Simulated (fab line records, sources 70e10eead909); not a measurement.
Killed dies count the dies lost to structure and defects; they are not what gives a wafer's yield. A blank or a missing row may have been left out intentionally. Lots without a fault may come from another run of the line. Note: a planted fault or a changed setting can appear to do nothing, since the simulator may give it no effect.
Which of the tools did it? :: flow nandHarc :: 13 lots with 39 wafers sampled at 5 steps, on a route of 1159 steps

== WHAT THE GAUGES SHOWED, per wafer ==
NHARC_P_ZERO_WELL_CD_MEAS_52 targets a cd of 2000 nm. Usual: 2000.9 nm for cdNm, sd 1.7.
lot: L313
measured: day 1 17:38
on: cdSem-03
cdNm (nm): 1999.5 2000.9 1998.2
flag: 

lot: L314
measured: day 1 23:49
on: cdSem-03
cdNm (nm): 1999.0 1998.6 2000.1
flag: 

lot: L315
measured: day 2 06:03
on: cdSem-02
cdNm (nm): 2000.2 2001.8 2001.7
flag: 

lot: L316
measured: day 2 11:57
on: cdSem-02
cdNm (nm): 2001.5 2004.5 2001.0
flag: 

lot: L317
measured: day 2 17:23
on: cdSem-01
cdNm (nm): 1998.3 1998.6 2001.4
flag: 

lot: L318
measured: day 2 23:52
on: cdSem-01
cdNm (nm): 2001.7 2002.3 2000.4
flag: 

lot: L319
measured: day 3 05:47
on: cdSem-03
cdNm (nm): 2000.0 1998.5 1999.2
flag: 

lot: L320
measured: day 3 11:46
on: cdSem-03
cdNm (nm): 2000.0 2000.2 2000.8
flag: 

lot: L321
measured: day 3 17:46
on: cdSem-01
cdNm (nm): 1999.8 2001.7 2001.5
flag: 

lot: L324
measured: day 4 11:48
on: cdSem-01
cdNm (nm): 2001.4 1999.6 2002.1
flag: 

lot: L325
measured: day 4 17:46
on: cdSem-02
cdNm (nm): 1999.6 1997.9 1999.1
flag: 

lot: L335
measured: day 7 05:36
on: cdSem-01
cdNm (nm): 1997.6 2000.5 1996.9
flag: 

lot: L336
measured: day 7 11:50
on: cdSem-01
cdNm (nm): 2000.6 2002.0 2002.0
flag: 

NHARC_P_STI_CD_MEAS_09 targets a cd of 200 nm. Usual: 199.8 nm for cdNm, sd 1.9.
lot: L313
measured: day 2 12:39
on: cdSem-01
cdNm (nm): 197.5 196.6 196.4
flag: 

lot: L314
measured: day 2 21:15
on: cdSem-02
cdNm (nm): 200.3 196.8 199.0
flag: 

lot: L315
measured: day 2 21:25
on: cdSem-01
cdNm (nm): 200.3 198.9 201.9
flag: 

lot: L316
measured: day 3 09:22
on: cdSem-03
cdNm (nm): 200.4 200.2 202.1
flag: 

lot: L317
measured: day 3 09:12
on: cdSem-03
cdNm (nm): 197.9 199.0 198.5
flag: 

lot: L318
measured: day 3 17:04
on: cdSem-01
cdNm (nm): 200.5 198.5 201.0
flag: 

lot: L319
measured: day 3 22:56
on: cdSem-03
cdNm (nm): 200.1 199.2 200.3
flag: 

lot: L320
measured: day 4 05:04
on: cdSem-03
cdNm (nm): 198.3 200.2 200.9
flag: 

lot: L321
measured: day 4 17:22
on: cdSem-01
cdNm (nm): 199.9 198.7 198.5
flag: 

lot: L324
measured: day 5 06:28
on: cdSem-03
cdNm (nm): 195.3 196.3 195.7
flag: 

lot: L325
measured: day 5 13:47
on: cdSem-03
cdNm (nm): 202.6 200.7 204.2
flag: 

lot: L335
measured: day 7 23:05
on: cdSem-01
cdNm (nm): 200.3 195.3 199.7
flag: 

lot: L336
measured: day 8 05:00
on: cdSem-01
cdNm (nm): 201.5 201.5 199.4
flag: 

NHARC_END_SORT_01. Usual: killedAtArray 29, standard deviation 11; killedAtOther 0.7, standard deviation 1.1; killedAtPeriphery 3.1, standard deviation 2; killedDies 33, standard deviation 11; killedOpen 3.5, standard deviation 1.8; killedShort 2.0, standard deviation 1.4.
lot: L324
measured: day 22 04:19
on: prober-02
killedAtArray: 33 27 31
killedAtOther: 0 0 0
killedAtPeriphery: 2 4 2
killedDies: 35 31 33
killedOpen: 3 6 3
killedShort: 4 2 2
flag: 

lot: L325
measured: day 23 10:49
on: prober-02
killedAtArray: 33 39 34
killedAtOther: 5 0 3
killedAtPeriphery: 2 4 2
killedDies: 40 43 39
killedOpen: 7 4 2
killedShort: 0 3 2
flag: 

== EACH LOT AND THE TOOL THAT RAN IT (in order: tool; ch and the chambers of the sampled wafers; start) ==
lot: L313
NHARC_P_ZERO_WELL_DESCUM_39: rieDiel-06 ch 0,2,3, day 1 16:17
NHARC_P_STI_OXIDE_29: furnace-04 ch 0, day 2 01:17

lot: L314
NHARC_P_ZERO_WELL_DESCUM_39: rieDiel-01 ch 1,2,3, day 1 22:18
NHARC_P_STI_OXIDE_29: furnace-01 ch 0, day 2 09:52

lot: L315
NHARC_P_ZERO_WELL_DESCUM_39: rieDiel-01 ch 1,2, day 2 04:31
NHARC_P_STI_OXIDE_29: furnace-01 ch 0, day 2 09:52

lot: L316
NHARC_P_ZERO_WELL_DESCUM_39: rieDiel-06 ch 0,2, day 2 10:28
NHARC_P_STI_OXIDE_29: furnace-01 ch 0, day 2 21:48

lot: L317
NHARC_P_ZERO_WELL_DESCUM_39: rieDiel-01 ch 0,2, day 2 16:02
NHARC_P_STI_OXIDE_29: furnace-01 ch 0, day 2 21:48

lot: L318
NHARC_P_ZERO_WELL_DESCUM_39: rieDiel-13 ch 0,1,3, day 2 22:31
NHARC_P_STI_OXIDE_29: furnace-01 ch 0, day 3 05:36

lot: L319
NHARC_P_ZERO_WELL_DESCUM_39: rieDiel-01 ch 2,3, day 3 04:17
NHARC_P_STI_OXIDE_29: furnace-01 ch 0, day 3 11:35

lot: L320
NHARC_P_ZERO_WELL_DESCUM_39: rieDiel-13 ch 0,1,3, day 3 10:17
NHARC_P_STI_OXIDE_29: furnace-08 ch 0, day 3 17:38

lot: L321
NHARC_P_ZERO_WELL_DESCUM_39: rieDiel-01 ch 0,1,3, day 3 16:17
NHARC_P_STI_OXIDE_29: furnace-04 ch 0, day 4 04:37

lot: L324
NHARC_P_ZERO_WELL_DESCUM_39: rieDiel-13 ch 2,3, day 4 10:19
NHARC_P_STI_OXIDE_29: furnace-08 ch 0, day 4 17:36 and furnace-01 ch 0, day 4 22:02

lot: L325
NHARC_P_ZERO_WELL_DESCUM_39: rieDiel-01 ch 0,1,3, day 4 16:17
NHARC_P_STI_OXIDE_29: furnace-04 ch 0, day 5 01:20

lot: L335
NHARC_P_ZERO_WELL_DESCUM_39: rieDiel-01 ch 1,2, day 7 04:14
NHARC_P_STI_OXIDE_29: furnace-04 ch 0, day 7 11:52

lot: L336
NHARC_P_ZERO_WELL_DESCUM_39: rieDiel-01 ch 1,2,3, day 7 10:30
NHARC_P_STI_OXIDE_29: furnace-08 ch 0, day 7 17:38
- NHARC_P_ZERO_WELL_DESCUM_39: chemistry O2, time 3 s.
- NHARC_P_STI_OXIDE_29: material SiO2, target thk 10 nm, ox time 1362 s.

== WHAT THE TOOLS THEMSELVES READ (means of the sampled wafers that have a number; where no wafer has one, the mark that the record gives instead) ==
NHARC_P_ZERO_WELL_DESCUM_39. Usual: chamberPressureMTorr 60.00 mTorr, standard deviation 0.058; drypumpMotorCurrentA 5.8 A, standard deviation 0.38; o2FlowSccm 200.0 sccm, standard deviation 0.57; oesProductAu 0.999 a.u., standard deviation 0.008; rfVppV 57.9 V, standard deviation 0.91; showerheadPlenumPTorr 1.94 Torr, standard deviation 0.097; throttleValvePct 11.311 %, standard deviation 0.0095.
lot: L313
tool: rieDiel-06
chamberPressureMTorr (mTorr): 59.99
drypumpMotorCurrentA (A): 5.6
o2FlowSccm (sccm): 200.2
oesProductAu (a.u.): 0.994
rfVppV (V): 57.7
showerheadPlenumPTorr (Torr): 1.93
throttleValvePct (%): 11.308
flag: 

lot: L314
tool: rieDiel-01
chamberPressureMTorr (mTorr): 60.02
drypumpMotorCurrentA (A): 6.0
o2FlowSccm (sccm): 200.1
oesProductAu (a.u.): 0.999
rfVppV (V): 57.7
showerheadPlenumPTorr (Torr): 1.92
throttleValvePct (%): 11.299
flag: 

lot: L315
tool: rieDiel-01
chamberPressureMTorr (mTorr): 59.97
drypumpMotorCurrentA (A): 6.0
o2FlowSccm (sccm): 199.8
oesProductAu (a.u.): 0.996
rfVppV (V): 58.4
showerheadPlenumPTorr (Torr): 2.01
throttleValvePct (%): 11.317
flag: 

lot: L316
tool: rieDiel-06
chamberPressureMTorr (mTorr): 59.97
drypumpMotorCurrentA (A): 5.7
o2FlowSccm (sccm): 200.5
oesProductAu (a.u.): 0.994
rfVppV (V): 58.2
showerheadPlenumPTorr (Torr): 1.95
throttleValvePct (%): 11.305
flag: 

lot: L317
tool: rieDiel-01
chamberPressureMTorr (mTorr): 60.02
drypumpMotorCurrentA (A): 6.1
o2FlowSccm (sccm): 199.7
oesProductAu (a.u.): 0.995
rfVppV (V): 58.2
showerheadPlenumPTorr (Torr): 2.05
throttleValvePct (%): 11.303
flag: 

lot: L318
tool: rieDiel-13
chamberPressureMTorr (mTorr): 60.01
drypumpMotorCurrentA (A): 5.5
o2FlowSccm (sccm): 199.8
oesProductAu (a.u.): 1.000
rfVppV (V): 57.5
showerheadPlenumPTorr (Torr): 1.92
throttleValvePct (%): 11.316
flag: 

lot: L319
tool: rieDiel-01
chamberPressureMTorr (mTorr): 60.02
drypumpMotorCurrentA (A): 6.0
o2FlowSccm (sccm): 199.8
oesProductAu (a.u.): 1.005
rfVppV (V): 58.7
showerheadPlenumPTorr (Torr): 1.95
throttleValvePct (%): 11.310
flag: 

lot: L320
tool: rieDiel-13
chamberPressureMTorr (mTorr): 60.01
drypumpMotorCurrentA (A): 5.5
o2FlowSccm (sccm): 199.7
oesProductAu (a.u.): 0.994
rfVppV (V): 57.8
showerheadPlenumPTorr (Torr): 1.92
throttleValvePct (%): 11.311
flag: 

lot: L321
tool: rieDiel-01
chamberPressureMTorr (mTorr): 60.02
drypumpMotorCurrentA (A): 6.0
o2FlowSccm (sccm): 200.1
oesProductAu (a.u.): 1.005
rfVppV (V): 57.5
showerheadPlenumPTorr (Torr): 1.93
throttleValvePct (%): 11.315
flag: 

lot: L324
tool: rieDiel-13
chamberPressureMTorr (mTorr): 60.03
drypumpMotorCurrentA (A): 6.1
o2FlowSccm (sccm): 200.1
oesProductAu (a.u.): 0.986
rfVppV (V): 58.5
showerheadPlenumPTorr (Torr): 2.03
throttleValvePct (%): 11.305
flag: 

lot: L325
tool: rieDiel-01
chamberPressureMTorr (mTorr): 59.97
drypumpMotorCurrentA (A): 6.0
o2FlowSccm (sccm): 200.5
oesProductAu (a.u.): 0.999
rfVppV (V): 58.3
showerheadPlenumPTorr (Torr): 1.93
throttleValvePct (%): 11.307
flag: 

lot: L335
tool: rieDiel-01
chamberPressureMTorr (mTorr): 60.01
drypumpMotorCurrentA (A): 6.1
o2FlowSccm (sccm): 199.8
oesProductAu (a.u.): 1.000
rfVppV (V): 59.1
showerheadPlenumPTorr (Torr): 2.00
throttleValvePct (%): 11.307
flag: 

lot: L336
tool: rieDiel-01
chamberPressureMTorr (mTorr): 60.03
drypumpMotorCurrentA (A): 6.0
o2FlowSccm (sccm): 199.7
oesProductAu (a.u.): 0.992
rfVppV (V): 57.4
showerheadPlenumPTorr (Torr): 1.92
throttleValvePct (%): 11.310
flag: 

NHARC_P_STI_OXIDE_29. Usual: 20.2 % for zonePowerCentrePct, sd 1.8.
lot: L313
tool: furnace-04
zonePowerCentrePct (%): 18.3
flag: 

lot: L314
tool: furnace-01
zonePowerCentrePct (%): 22.4
flag: 

lot: L315
tool: furnace-01
zonePowerCentrePct (%): 22.4
flag: 

lot: L316
tool: furnace-01
zonePowerCentrePct (%): 22.3
flag: 

lot: L317
tool: furnace-01
zonePowerCentrePct (%): 22.5
flag: 

lot: L318
tool: furnace-01
zonePowerCentrePct (%): 22.4
flag: 

lot: L319
tool: furnace-01
zonePowerCentrePct (%): 22.4
flag: 

lot: L320
tool: furnace-08
zonePowerCentrePct (%): 19.4
flag: 

lot: L321
tool: furnace-04
zonePowerCentrePct (%): 18.0
flag: 

lot: L324
tool: furnace-08/furnace-01
zonePowerCentrePct (%): 20.9
flag: 

lot: L325
tool: furnace-04
zonePowerCentrePct (%): 18.3
flag: 

lot: L335
tool: furnace-04
zonePowerCentrePct (%): 18.2
flag: 

lot: L336
tool: furnace-08
zonePowerCentrePct (%): 19.4
flag: 

== THE ANSWER, worked out from the rows above alone ==
Rule: a lot counts as off when the mean over its wafers that have a number is more than 3 standard deviations away from the usual mean. A lot without any number at a reading at which 4 lots or more have one is off too. The other lots that the step has rows for count as sound. After the gauges, taken in route order, come the tools' own readings; for these a lot's mean is taken, as printed above. At the first step where some lot is off, the reading lying furthest off is the one used; lots without a number count as furthest.
Nothing can be told from this: no lot is off at any reading shown.

== WHAT WAS PUT IN BY THE SIMULATOR ==
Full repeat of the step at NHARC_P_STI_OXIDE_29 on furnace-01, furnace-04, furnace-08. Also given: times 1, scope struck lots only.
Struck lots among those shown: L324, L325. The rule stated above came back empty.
